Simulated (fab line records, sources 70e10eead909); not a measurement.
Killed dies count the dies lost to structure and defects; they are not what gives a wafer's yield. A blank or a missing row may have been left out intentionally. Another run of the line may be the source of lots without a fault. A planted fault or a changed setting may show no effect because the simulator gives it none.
A struck lot beside a sound one -- flow nand-harc -- 43 steps out of a route of 1302
Sound: these wafers, L266.3, L266.4, L266.5. Wafers struck: L274.1, L274.5, L274.6. Last of all comes the cause.
At each step with rows: each side's tool, then ch and its chambers, then its first start. Under that, the readings that differ: sound wafers -- struck wafers -- difference of the means -- sigmas: that difference in standard deviations of wafers without a fault.
alike: a reading whose means differ by less than 2 such deviations, as well as words and numbers matching on both sides. not compared: withheld readings; readings where some wafer has no value; bounds like >300 that might hide an equal value; numbers whose values overlap and for which the record gives no deviation.
A row with sigmas, a row that says differs or no value, or rows on one side alone: a step with any of these is where the two part. When numbers do not overlap yet have no deviation, they are printed without sigmas and do not part them. Lack of a reading on every wafer of one side parts them only where that side has two or more wafers.

first, 2 steps without rows for these wafers: NHARC_A_CONTACT_PEB_67 (peb time 65 s); NHARC_A_CONTACT_DEVELOP_68 (develop time 35 s).
NHARC_A_CONTACT_CD_MEAS_69 targets a cd of 300 nm.
  sound on cd-sem-02 ch 0, day 26 05:43; struck on cd-sem-02 ch 0, day 29 16:37
  alike: cd-nm
NHARC_A_CONTACT_OVL_MEAS_70:
  struck on overlay-01, day 29 16:42; sound on overlay-01, day 26 05:47
  alike: overlay-x-nm, overlay-y-nm
NHARC_A_CONTACT_INSPECT_71:
  struck on defect-inspect-02, day 29 16:44; sound on defect-inspect-01, day 26 05:50
  alike: raw-defect-count
then, 3 steps without rows for these wafers: NHARC_A_CONTACT_DESCUM_74 (chemistry O2, time 3 s); NHARC_A_CONTACT_ETCH_75 (etches the open film in CF4, target depth 39 nm, time 65 s); NHARC_A_CONTACT_ETCH_76 (etches the open film in N2/H2, target depth 260 nm, time 475.3 s).
NHARC_A_CONTACT_ETCH_77: etches the open film in CF4/CHF3, target depth 108.9 nm, time 54.5 s.
  sound on rie-diel-11 ch 0,1,2; struck on rie-diel-02 ch 0,1,3
  alike: drypump-motor-current-A, oes-product-au, rf-vpp-V, showerhead-plenum-p-Torr, throttle-valve-pct
  not compared: rf-hours-counter-h
NHARC_A_CONTACT_ETCH_78: etches the open film in O2/COS, target depth 5300 nm, time 1378 s.
  sound on rie-diel-11 ch 0,1,3; struck on rie-diel-02 ch 1,2
  alike: drypump-motor-current-A, o2-flow-sccm, oes-product-au, rf-vpp-V, showerhead-plenum-p-Torr, throttle-valve-pct
  not compared: rf-hours-counter-h
then, 1 step without rows for these wafers: NHARC_A_CONTACT_ETCH_124 (etches the open film in C4F8/O2/Ar, time 140 s, target depth 700 nm).
NHARC_A_CONTACT_ETCH_125: etches the open film in C4F8/O2/Ar, time 197 s, target depth 1918 nm.
  sound on har-cap-etch-02 ch 0,1, day 26 07:41; struck on har-cap-etch-02 ch 0,1, day 29 18:35
  not compared: rf-hours-counter-h
NHARC_A_CONTACT_ETCH_126: etches the open film in C4F8/O2/Ar, time 197 s, target depth 1918 nm.
  sound on har-cap-etch-02 ch 0,1, day 26 07:52; struck on har-cap-etch-02 ch 0,1, day 29 18:45
  not compared: rf-hours-counter-h
then, 6 steps without rows for these wafers: NHARC_A_CONTACT_ETCH_127 (etches the open film in C4F8/O2/Ar, time 197 s, target depth 1918 nm); NHARC_A_CONTACT_ETCH_128 (etches the open film in C4F8/O2/Ar, time 197 s, target depth 1918 nm); NHARC_A_CONTACT_ETCH_129 (etches the open film in C4F8/O2/Ar, time 197 s, target depth 1918 nm); NHARC_A_CONTACT_ETCH_130 (etches the open film in C4F8/O2/Ar, time 197 s, target depth 1918 nm); NHARC_A_CONTACT_ETCH_131 (etches the open film in C4F8/O2/Ar, time 197 s, target depth 1918 nm); NHARC_A_CONTACT_ETCH_132 (etches the open film in C4F8/O2/Ar, time 197 s, target depth 1924 nm).
NHARC_A_CONTACT_ETCH_133: etches the open film in C4F8/O2/Ar, time 374 s, target depth 1610 nm.
  sound on har-cap-etch-02 ch 0,1, day 26 09:11; struck on har-cap-etch-02 ch 0,1, day 29 19:59
  not compared: rf-hours-counter-h
then, 2 steps without rows for these wafers: NHARC_A_CONTACT_ETCH_91 (etches the open film in CH3F/O2, target depth 40 nm, time 85.7 s); NHARC_A_CONTACT_ETCH_97 (etches the open film in C4F6/O2, target depth 20 nm, time 10 s).
NHARC_A_CONTACT_CD_MEAS_80:
  struck on cd-sem-02, day 29 20:59; sound on cd-sem-03, day 26 10:05
  alike: cd-nm
then, 3 steps without rows for these wafers: NHARC_A_CONTACT_STRIP_103 (strips in N2/H2); NHARC_A_CONTACT_STRIP_104 (strips in CF4/CHF3); NHARC_A_CONTACT_STRIP_105 (strips in O2/COS).
NHARC_A_CONTACT_ETCH_106: etches the open film in CF4/O2, target depth 90 nm, overetch 9 nm, time 49.5 s.
  sound on rie-diel-02 ch 0,3, day 26 10:25; struck on rie-diel-11 ch 1,2, day 29 21:17
  alike: drypump-motor-current-A, o2-flow-sccm, oes_ar_750_au, oes-product-au, rf-vpp-V, showerhead-plenum-p-Torr, throttle-valve-pct
  not compared: rf-hours-counter-h
then, 14 steps without rows for these wafers: NHARC_A_CONTACT_STRIP_82 (strips in O2); NHARC_A_CONTACT_STRIP_83 (strips in post etch residue remover, time 600 s); NHARC_A_CONTACT_DEP_84 (deposits aC, target thk 2800 nm); NHARC_A_CONTACT_DEP_85 (deposits SiON, target thk 60 nm); NHARC_A_CONTACT_DEHYDRATE_00 (time 120 s); NHARC_A_CONTACT_HMDS_01 (time 30 s); NHARC_A_CONTACT_COAT_86 (time 75 s); NHARC_A_CONTACT_COAT_87 (time 65 s); NHARC_A_CONTACT_COAT_02 (resist thk 90 nm); NHARC_A_CONTACT_SOFTBAKE_03 (time 55 s); NHARC_A_CONTACT_EBR_04; NHARC_A_CONTACT_EXPOSE_05 (exposes mask A CC); NHARC_A_CONTACT_PEB_06 (peb time 65 s); NHARC_A_CONTACT_DEVELOP_07 (develop time 35 s).
NHARC_A_CONTACT_CD_MEAS_08 targets a cd of 200 nm.
  sound on cd-sem-01 ch 0, day 26 16:16; struck on cd-sem-02 ch 0, day 30 00:20
  alike: cd-nm
-- jump in the record: it breaks off in module A_CONTACT and resumes in module END (first step shown: number 1302 of the route), and 2 days separate the struck wafers' starts before and after --
NHARC_END_SORT_01:
  only the struck wafers appear in the record here, on prober-01 ch 0 at day 32 03:34; the sound ones have no rows

== WHERE THEY PART ==
Within this record, at NHARC_END_SORT_01 only.

WHY: what the simulator had put in
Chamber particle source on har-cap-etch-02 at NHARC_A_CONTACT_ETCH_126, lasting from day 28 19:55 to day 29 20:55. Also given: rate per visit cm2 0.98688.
